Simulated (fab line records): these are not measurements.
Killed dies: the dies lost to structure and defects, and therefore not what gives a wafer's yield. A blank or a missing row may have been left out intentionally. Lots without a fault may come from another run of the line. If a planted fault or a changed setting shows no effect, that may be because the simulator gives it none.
A lot that was struck, set against a sound lot + flow n5_finfet + 40 out of 1938 route steps
Sound: the wafers L742.1, L742.4, L742.5. Struck: wafer L756.6 (L756.1, L756.4, from the same lot, were not struck and are left out); the cause is given at the end.
For every step that has rows: the tool of each side, followed by ch and its chambers, followed by its first start. Under that, the readings that differ: sound wafers + struck wafers + difference of the means + sigmas: that difference in standard deviations of wafers without a fault.
alike: same words and numbers on both sides, and readings whose means sit less than 2 such deviations apart. not compared: any withheld reading, any reading some wafer has no value for, any bound like >300 that may hide the same value, and any number with overlapping values for which the record gives no deviation.
A row with sigmas, a row that says differs or no value, or rows on one side alone: a step with any of these is where the two part. Numbers that don't overlap but have no deviation are shown without sigmas and don't part them. A reading missing from all wafers of one side parts the sides only when that side holds two or more wafers.

first, 12 steps without rows for these wafers: N5_HKMG_FIN_DESCUM_53 (chemistry O2, time 7.9 s); N5_HKMG_FIN_ETCH_54 (etches SiARC in CF4, target depth 45.5 nm, time 75.8 s); N5_HKMG_FIN_ETCH_55 (etches SOC in N2/H2, target depth 240 nm, time 300 s); N5_HKMG_FIN_STRIP_56 (strips in N2/H2); N5_HKMG_FIN_STRIP_57 (strips in CF4); N5_HKMG_FIN_ETCH_58 (etches SOC in N2/H2, target depth 215.8 nm, time 741 s); N5_HKMG_FIN_STRIP_93 (strips SOC in N2/H2, time 20 s); N5_HKMG_FIN_WET_ETCH_76 (etches Al2O3 in dNH4OH, stops on La2O3, target depth 2.25 nm, rinse time 30 s); N5_HKMG_FIN_STRIP_60 (strips in N2/H2, time 360 s); N5_HKMG_FIN_WET_ETCH_77 (etches La2O3 in dHCl, stops on HfO2, target depth 2 nm); N5_HKMG_FIN_WET_ETCH_78 (etches Al2O3 in dNH4OH, stops on La2O3, target depth 4.5 nm, rinse time 30 s); N5_HKMG_FIN_ALD_79 (deposits TiN, target thk 1.5 nm, pulse time 1 s, purge time 3 s).
N5_HKMG_FIN_CVD_62: deposits a-Si from Si2H6, target thk 3 nm, time 20.8 s.
  sound on thermal_cvd_si-01 ch 0,1,2, day 4 04:42; struck on thermal_cvd_si-01 ch 2, day 7 15:42
| reading                                   | sound                | struck | difference | sigmas      |
|-------------------------------------------|----------------------|--------|------------|-------------|
| susceptor_temp_C (C)                      | 499.87 499.69 499.92 | 462.49 | -37.34     | -99 or more |
| model.a-Si_of_HKMG_FIN_CVD_62.thk_nm (nm) | 3 3 3                | 1      | -2         |             |
  alike: heater_power_w
then, 25 steps without rows for these wafers: N5_HKMG_FIN_RTA_80 (time 2 s); N5_HKMG_FIN_PRECLEAN_64 (cleans in dHF, time 30 s); N5_HKMG_FIN_WET_ETCH_65 (etches a-Si in TMAH, stops on TiN, time 49 s, target depth 3 nm); N5_HKMG_FIN_WET_ETCH_81 (etches TiN in SC1, stops on HfO2, time 57 s, target depth 6 nm); N5_HKMG_FIN_WET_ETCH_82 (etches La2O3 in dHCl, stops on HfO2, target depth 2 nm, rinse time 30 s); N5_HKMG_FIN_ALD_36 (deposits TiN, target thk 1 nm, pulse time 1 s, purge time 3 s); N5_HKMG_FIN_PWFM_ALD_03 (deposits TiN, target thk 2 nm, pulse time 1 s, purge time 3 s); N5_HKMG_FIN_COAT_29 (time 60 s, resist thk 300 nm); N5_HKMG_FIN_COAT_30 (time 60 s, resist thk 35 nm); N5_HKMG_FIN_COAT_06 (resist thk 90 nm); N5_HKMG_FIN_EBR_08; N5_HKMG_FIN_SOFTBAKE_07 (time 60 s); N5_HKMG_FIN_EXPOSE_09 (exposes mask NWFM); N5_HKMG_FIN_PEB_10 (peb time 60 s); N5_HKMG_FIN_DEVELOP_11 (develop time 30 s); N5_HKMG_FIN_DESCUM_17 (chemistry O2, time 7.9 s); N5_HKMG_FIN_ETCH_31 (etches SiARC in CF4, target depth 45.5 nm, time 75.8 s); N5_HKMG_FIN_ETCH_32 (etches SOC in N2/H2, target depth 240 nm, time 300 s); N5_HKMG_FIN_STRIP_33 (strips in N2/H2); N5_HKMG_FIN_STRIP_34 (strips in CF4); N5_HKMG_FIN_ETCH_35 (etches SOC in N2/H2, target depth 215.8 nm, time 243.4 s); N5_HKMG_FIN_STRIP_92 (strips SOC in N2/H2, time 20 s); N5_HKMG_FIN_WET_ETCH_18 (etches TiN in SC1, time 55 s, target depth 5.2 nm, rinse time 30 s); N5_HKMG_FIN_STRIP_19 (strips in N2/H2, time 360 s); N5_HKMG_FIN_ALD_91 (deposits TiN, target thk 1 nm, pulse time 1 s, purge time 3 s).
-- the record jumps here: 4 days lie between the struck wafers' starts before and after (it left off in module HKMG_FIN and takes up again in module BEOL_M4, whose first step shown is number 1111 of the route) --
N5_BEOL_M4_RC_MEAS_101:
  sound on prober-01 ch 0, day 7 21:22; struck on prober-01 ch 0, day 11 04:58
| reading | sound             | struck | difference | sigmas |
|---------|-------------------|--------|------------|--------|
| EOT_N   | 10.81 10.63 10.67 | 11.09  | +0.39      | +4     |
| EOT_P   | 10.57 10.62 10.63 | 11.01  | +0.40      | +4     |
  alike: DIBL_N, DIBL_P, IOFF_N, IOFF_P, ION_N, ION_P, SS_N, SS_P, VT_N, VT_P
N5_PASSIVATION_PROBE_49:
  the record holds rows for the sound wafers here (prober-01, day 12 06:33) but none for the struck ones

WHERE THEY PART
Earliest at N5_HKMG_FIN_CVD_62; latest, in this record, at N5_PASSIVATION_PROBE_49.

WHY: whatever the simulator had introduced
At N5_HKMG_FIN_CVD_62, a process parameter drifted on thermal_cvd_si-01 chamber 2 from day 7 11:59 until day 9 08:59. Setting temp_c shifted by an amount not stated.
